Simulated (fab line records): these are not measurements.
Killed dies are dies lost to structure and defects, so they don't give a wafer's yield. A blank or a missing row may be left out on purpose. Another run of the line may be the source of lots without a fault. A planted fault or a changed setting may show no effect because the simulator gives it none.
Which tool did it? -- flow nandHarc -- 39 wafers from 13 lots sampled at 5 of the route's 1159 steps

== WHAT EACH GAUGE READ, for each wafer ==
NHARC_P_ZERO_WELL_CD_MEAS_24: target cd 720 nm.
lot,measured,on,cdNm (nm)
L593,day 1 20:35,cdSem-01,722.7 718.7 720.1
L596,day 2 14:31,cdSem-01,719.8 721.0 721.8
L597,day 2 20:37,cdSem-03,722.0 721.9 719.5
L598,day 3 02:28,cdSem-03,720.8 722.3 719.9
L600,day 3 14:28,cdSem-01,718.4 720.6 717.6
L601,day 3 20:35,cdSem-03,719.5 718.2 717.2
L602,day 4 02:40,cdSem-01,719.9 716.2 720.4
L603,day 4 08:23,cdSem-03,721.2 719.5 717.7
L605,day 4 20:35,cdSem-01,709.3 712.0 709.8
L606,day 5 02:20,cdSem-01,721.2 721.1 720.6
L607,day 5 08:41,cdSem-03,718.7 719.3 719.8
L609,day 5 20:36,cdSem-02,716.6 719.9 715.8
L615,day 7 08:28,cdSem-03,721.7 722.2 719.7

NHARC_P_ZERO_WELL_CD_MEAS_52: target cd 2000 nm.
lot,measured,on,cdNm (nm)
L593,day 1 23:37,cdSem-02,2002.8 1998.2 2001.2
L596,day 2 17:49,cdSem-02,1998.7 1999.0 2000.0
L597,day 2 23:38,cdSem-03,2002.4 2000.1 2000.4
L598,day 3 05:37,cdSem-01,2003.3 2000.8 2000.5
L600,day 3 17:38,cdSem-01,2001.1 1999.0 1998.2
L601,day 3 23:53,cdSem-02,1999.5 1997.3 2001.1
L602,day 4 05:56,cdSem-02,2000.8 2002.0 2001.5
L603,day 4 11:26,cdSem-02,2001.4 2000.9 1997.4
L605,day 5 00:06,cdSem-02,2001.7 2000.8 1999.1
L606,day 5 05:30,cdSem-03,2003.7 2000.9 2000.8
L607,day 5 11:52,cdSem-01,1999.0 2002.7 2000.3
L609,day 5 23:45,cdSem-03,1999.2 2000.2 1998.3
L615,day 7 11:38,cdSem-02,2002.2 1997.5 2000.3

NHARC_P_STI_INSPECT_25.
lot,measured,on,rawDefectCount
L593,day 4 02:13,defectInspect-01,252 238 293
L596,day 4 16:50,defectInspect-01,214 275 289
L597,day 5 00:40,defectInspect-02,240 183 159
L598,day 5 00:40,defectInspect-01,316 267 334
L600,day 5 17:14,defectInspect-01,213 309 342
L601,day 6 05:43,defectInspect-01,206 185 288
L602,day 6 13:47,defectInspect-01,214 167 233
L603,day 6 13:47,defectInspect-02,134 205 216
L605,day 7 01:24,defectInspect-02,143 335 271
L606,day 7 01:24,defectInspect-01,227 212 245
L607,day 7 19:26,defectInspect-02,194 214 238
L609,day 7 23:32,defectInspect-01,290 266 369
L615,day 9 15:04,defectInspect-02,233 201 280

== TOOL THAT RAN EACH LOT (tool first, then ch and the chambers of the sampled wafers, then the start) ==
lot,NHARC_P_ZERO_WELL_EXPOSE_21,NHARC_P_STI_DESCUM_14
L593,"krfScanner-02 ch 0, day 1 20:26","rieDiel-01 ch 1,2,3, day 2 22:24"
L596,"krfScanner-01 ch 0, day 2 14:22","rieDiel-01 ch 0,2,3, day 3 12:38"
L597,"krfScanner-04 ch 0, day 2 20:27","rieDiel-05 ch 0,2, day 3 19:38"
L598,"krfScanner-02 ch 0, day 3 02:18","rieDiel-05 ch 0,1,2, day 3 19:49"
L600,"krfScanner-04 ch 0, day 3 14:18","rieDiel-11 ch 0,1, day 4 10:58"
L601,"krfScanner-01 ch 0, day 3 20:26","rieDiel-05 ch 0,2,3, day 4 17:25"
L602,"krfScanner-02 ch 0, day 4 02:31","rieDiel-01 ch 0,1, day 5 01:49"
L603,"krfScanner-02 ch 0, day 4 08:14","rieDiel-11 ch 1,3, day 5 01:38"
L605,"krfScanner-02 ch 0, day 4 20:26","rieDiel-11 ch 1,3, day 5 20:03"
L606,"krfScanner-02 ch 0, day 5 02:11","rieDiel-01 ch 1,2, day 5 19:53"
L607,"krfScanner-01 ch 0, day 5 08:31","rieDiel-01 ch 1,2, day 6 12:01"
L609,"krfScanner-04 ch 0, day 5 20:27","rieDiel-05 ch 0,1,2, day 6 20:08"
L615,"krfScanner-01 ch 0, day 7 08:19","rieDiel-05 ch 0,1, day 8 06:36"
- NHARC_P_ZERO_WELL_EXPOSE_21: exposes mask P NWELL, target cd 720 nm.
- NHARC_P_STI_DESCUM_14: chemistry O2, time 3 s.

== WHAT THE TOOLS THEMSELVES READ (means of the sampled wafers that have a number; where no wafer has one, the mark that the record gives instead) ==
NHARC_P_STI_DESCUM_14.
lot,tool,drypumpMotorCurrentA (A),oesProductAu (a.u.),rfVppV (V),showerheadPlenumPTorr (Torr),throttleValvePct (%)
L593,rieDiel-01,6.1,0.991,57.7,1.87,11.312
L596,rieDiel-01,6.2,1.009,57.6,1.90,11.305
L597,rieDiel-05,5.3,0.997,57.6,1.97,11.318
L598,rieDiel-05,5.6,1.000,57.9,1.92,11.302
L600,rieDiel-11,5.5,1.008,58.1,2.04,11.307
L601,rieDiel-05,5.6,0.992,58.4,1.96,11.307
L602,rieDiel-01,6.5,1.004,58.3,1.94,11.317
L603,rieDiel-11,5.4,1.000,58.3,1.99,11.317
L605,rieDiel-11,5.2,0.999,57.4,1.92,11.310
L606,rieDiel-01,6.2,1.002,57.4,1.86,11.309
L607,rieDiel-01,6.1,0.996,56.1,1.86,11.306
L609,rieDiel-05,5.6,0.996,57.6,1.92,11.309
L615,rieDiel-05,5.8,0.999,57.2,1.87,11.315

== THE ANSWER, worked out from the rows above alone ==
Rule: the lots themselves supply what counts as usual. The widest of any qualifying gaps counts: lots, ordered by their means at a reading, are off when they make up no more than a third of the lots, leave a main group of 4 or more, and stand apart from it by 3 or more times the standard deviation of that group's means. If all means in a main group match to the digits the tables above print for the reading, that group is not used. A lot without any number at a reading at which 4 lots or more have one is off too. Any other lot the step has rows for is counted as sound. Order of review: gauges by route order, followed by the tools' own readings, for which a lot's mean as printed above is used. The first step at which some lot is off is used, and at that step the reading that is off furthest; a lot without a number counts as furthest.
Off at NHARC_P_ZERO_WELL_CD_MEAS_24 (cdNm): L605. Main group: mean 719.8 nm, sd 1.2.
If a tool, at a process step before that reading, ran all the lots that are off and no sound lot after the first of them, it fits. Those tools and the gauges at NHARC_P_ZERO_WELL_CD_MEAS_24 are tried in the same way. Not one of the candidates tried fits.

== WHAT HAD BEEN PUT IN BY THE SIMULATOR ==
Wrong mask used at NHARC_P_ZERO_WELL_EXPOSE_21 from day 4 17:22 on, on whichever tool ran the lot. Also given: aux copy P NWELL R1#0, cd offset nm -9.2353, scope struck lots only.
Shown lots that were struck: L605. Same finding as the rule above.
